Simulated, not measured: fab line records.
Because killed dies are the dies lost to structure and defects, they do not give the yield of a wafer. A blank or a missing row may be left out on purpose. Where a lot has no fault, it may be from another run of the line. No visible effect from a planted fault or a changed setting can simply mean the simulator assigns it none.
Comparing a struck lot with a sound one	flow n5 finfet	40 steps out of a route of 1938
Sound: the wafers L263.2, L263.3, L263.4. Wafers struck: L262.1, L262.3, L262.4. Last of all comes the cause.
Each step with rows lists, per side, the tool, then ch with its chambers, then its first start. Under that, the readings that differ: sound wafers	struck wafers	difference of the means	sigmas: that difference in standard deviations of wafers without a fault.
alike: readings with means less than 2 such deviations apart, plus words and numbers identical on both sides. not compared: withheld readings, readings lacking a value on some wafer, bounds such as >300 that could conceal the same value, and numbers that have no deviation in the record and whose values overlap.
A row with sigmas, a row that says differs or no value, or rows on one side alone: a step with any of these is where the two part. When numbers do not overlap yet have no deviation, they are printed without sigmas and do not part them. A reading missing from all wafers of one side parts the sides only when that side holds two or more wafers.

first, 11 steps without rows for these wafers: N5_STI_FIN_REVEAL_CMP_04 (polishes, stops on Si3N4, t overpolish 4 s, target thk 131.83 nm); N5_STI_FIN_REVEAL_DENSIFY_30; N5_STI_FIN_REVEAL_ETCHBACK_08 (etches SiO2 in C4F6/O2, target depth 30.5 nm, time 10.167 s); N5_STI_FIN_REVEAL_STRIP_24 (strips in N2/H2, time 90 s); N5_STI_FIN_REVEAL_PRECLEAN_25 (cleans in SPM, time 90 s); N5_STI_FIN_REVEAL_PRECLEAN_26 (cleans in SC1, time 45 s); N5_STI_FIN_REVEAL_PRECLEAN_29 (cleans in DHF, time 30 s); N5_STI_FIN_REVEAL_SRD_12 (time 30 s); N5_STI_FIN_REVEAL_RECESS_09 (chemistry HF/NH3, target SiO2, afs cycles 11, target depth 42.5 nm, sublimation time 60 s); N5_STI_FIN_REVEAL_STRIP_16 (strips SiNx in H3PO4, target depth 23.8 nm); N5_STI_FIN_REVEAL_PRECLEAN_17 (cleans in NF3:NH3, afs cycles 1, time 20 s, sublimation time 60 s).
N5_STI_FIN_REVEAL_ETCH_34: etches Si in H2, material Si, target depth 0.97 nm.
  sound on rie si-04 ch 0,1,2, day 7 00:01; struck on rie si-04 ch 0,2,3, day 6 18:07
  no value came back on the struck wafers for any of 8 readings (bias w (W), chamber pressure mTorr (mTorr) and others); on the sound wafers bias w (W) reads 0 0 0
then, 7 steps without rows for these wafers: N5_STI_FIN_REVEAL_OXIDATION_31 (chemistry O2 PLASMA REMOTE, time 20 s); N5_STI_FIN_REVEAL_PRECLEAN_32 (cleans in NF3:NH3, afs cycles 1, time 20 s, sublimation time 60 s); N5_STI_FIN_REVEAL_STRIP_35 (strips Si3N4 in H3PO4, target depth 4 nm, time 39 s); N5_STI_FIN_REVEAL_SRD_21 (time 30 s); N5_STI_FIN_REVEAL_OXIDATION_33 (chemistry O2 PLASMA REMOTE, time 20 s); N5_STI_FIN_REVEAL_CLEAN_19 (cleans in O3/DIW, time 120 s); N5_STI_FIN_REVEAL_SRD_23 (time 30 s).
N5_STI_FIN_REVEAL_CD_MEAS_22: target cd 6.238 nm, pitch 28 nm.
  struck on cd sem-03, day 6 18:41; sound on cd sem-02, day 7 00:40
reading	sound	struck	difference	sigmas
cd nm (nm)	6.62 6.52 6.25	8.16 7.99 7.89	+1.55	+6
then, 18 steps without rows for these wafers: N5_STI_FIN_REVEAL_PRECLEAN_18 (cleans in SC2, time 45 s); N5_STI_FIN_REVEAL_SRD_28 (time 30 s); N5_DUMMY_GATE_PRECLEAN_00 (cleans in O3/DIW, time 60 s); N5_DUMMY_GATE_SRD_01 (time 30 s); N5_DUMMY_GATE_ALD_02 (deposits SiO2, target thk 2 nm, pulse time 1 s); N5_DUMMY_GATE_CVD_03 (deposits a-Si from SiH4, target thk 150 nm, time 8042 s); N5_DUMMY_GATE_PRECLEAN_46 (cleans in DIW, time 89.5 s); N5_DUMMY_GATE_SRD_47 (dry time 32 s); N5_DUMMY_GATE_CMP_04 (polishes a-Si); N5_DUMMY_GATE_HM_DEP_06 (deposits SiNx from DCS/NH3, target thk 80 nm, time 5141 s); N5_DUMMY_GATE_PECVD_30 (deposits SiO2 from TEOS/O2, target thk 55 nm, time 10.8 s); N5_DUMMY_GATE_COAT_34 (time 60 s, resist thk 60 nm); N5_DUMMY_GATE_COAT_35 (time 60 s, resist thk 10 nm); N5_DUMMY_GATE_COAT_28 (time 60 s, resist thk 10 nm); N5_DUMMY_GATE_COAT_09 (resist thk 30 nm); N5_DUMMY_GATE_EBR_11; N5_DUMMY_GATE_SOFTBAKE_10 (time 60 s); N5_DUMMY_GATE_EXPOSE_12 (exposes mask GATE, target cd 25 nm).
-- a jump in the record: the struck wafers' starts before and after are 7 days apart (it breaks off in module DUMMY_GATE and resumes in module BEOL_M4, where the first step shown is number 1111 of the route) --
N5_BEOL_M4_RC_MEAS_101:
  sound on prober-02 ch 0, day 13 18:15; struck on prober-01 ch 0, day 13 13:19
reading	sound	struck	difference	sigmas
DIBL_N (mV/V)	38.1 36.9 36.9	47.6 47.9 47.1	+10.2	+7
DIBL_P (mV/V)	36.5 35.3 35.2	51.1 51.0 50.5	+15.2	+10
IOFF_N (nA/um)	0.167 0.149 0.148	0.739 0.696 0.689	+0.553	+25
IOFF_N_85C (nA/um)	3.1 2.9 2.9	11.3 10.8 10.7	+8.0	+22
IOFF_N_LIN (nA/um)	0.077 0.069 0.068	0.358 0.334 0.335	+0.271	+30
IOFF_N_LONG (nA/um)	5.3e-05 5.33e-05 5.24e-05	9.07e-05 8.89e-05 9.16e-05	+3.75e-05	+13
IOFF_P (nA/um)	0.231 0.216 0.219	0.643 0.645 0.598	+0.407	+18
IOFF_P_85C (nA/um)	4.0 3.8 3.8	9.3 9.4 8.8	+5.3	+16
IOFF_P_LIN (nA/um)	0.107 0.103 0.103	0.297 0.298 0.281	+0.188	+22
IOFF_P_LONG (nA/um)	0.000111 0.000117 0.000114	0.000132 0.000138 0.000135	+0.000021	+3
ION_N (uA/um)	679 675 671	779 766 771	+97	+11
ION_P (uA/um)	466 465 469	509 506 505	+40	+7
REXT_N (ohm.um)	78.3 78.9 78.0	67.1 68.0 67.4	-10.9	-6
REXT_P (ohm.um)	97.5 98.0 96.7	87.5 87.4 87.3	-10.0	-5
SS_N (mV/dec)	71.3 71.3 71.4	73.8 73.9 73.9	+2.5	+6
SS_P (mV/dec)	73.3 72.9 72.7	77.7 77.3 76.8	+4.3	+8
VT_N (mV)	251 251 254	224 222 223	-29	-9
VT_N_LONG (mV)	277.5 277.2 277.6	258.9 255.3 255.3	-20.9	-9
VT_N_LVT (mV)	100 101 101	69 71 69	-31	-10
VT_P (mV)	-248.7 -249.1 -251.0	-234.7 -236.7 -237.7	+13.2	+6
VT_P_LONG (mV)	-272.9 -271.0 -272.7	-264.1 -266.8 -266.9	+6.3	+2
VT_P_LVT (mV)	-97.0 -98.0 -98.1	-82.9 -82.8 -83.4	+14.7	+7
-- the record jumps here: 5 days lie between the struck wafers' starts before and after (it left off in module BEOL_M4 and takes up again in module PASSIVATION, whose first step shown is number 1936 of the route) --
N5_PASSIVATION_PROBE_49:
  struck on prober-01, day 18 09:22; sound on prober-01, day 18 08:49
reading	sound	struck	difference	sigmas
sort_bin_4_leakage (%)	0 0 0	89.41 91.27 90.93	+90.54	
sort n pass	1078 1081 1070	7 7 16	-1066	-71
sort yield pct (%)	91.4 91.6 90.7	0.6 0.6 1.4	-90.4	-70
  alike: defect limited yield, killed_at_M0_to_M3, killed_at_M4_up, killed at contacts, killed at front end, killed at other, killed dies, killed open, killed short, sort_bin_5_function, sort_bin_6_memory

## WHERE THEY PART
First at N5_STI_FIN_REVEAL_ETCH_34; last, within this record, at N5_PASSIVATION_PROBE_49.

WHY: what the simulator had put in
Step skipped in full: rie si-04, at N5_STI_FIN_REVEAL_ETCH_34, from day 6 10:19 onward. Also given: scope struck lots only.
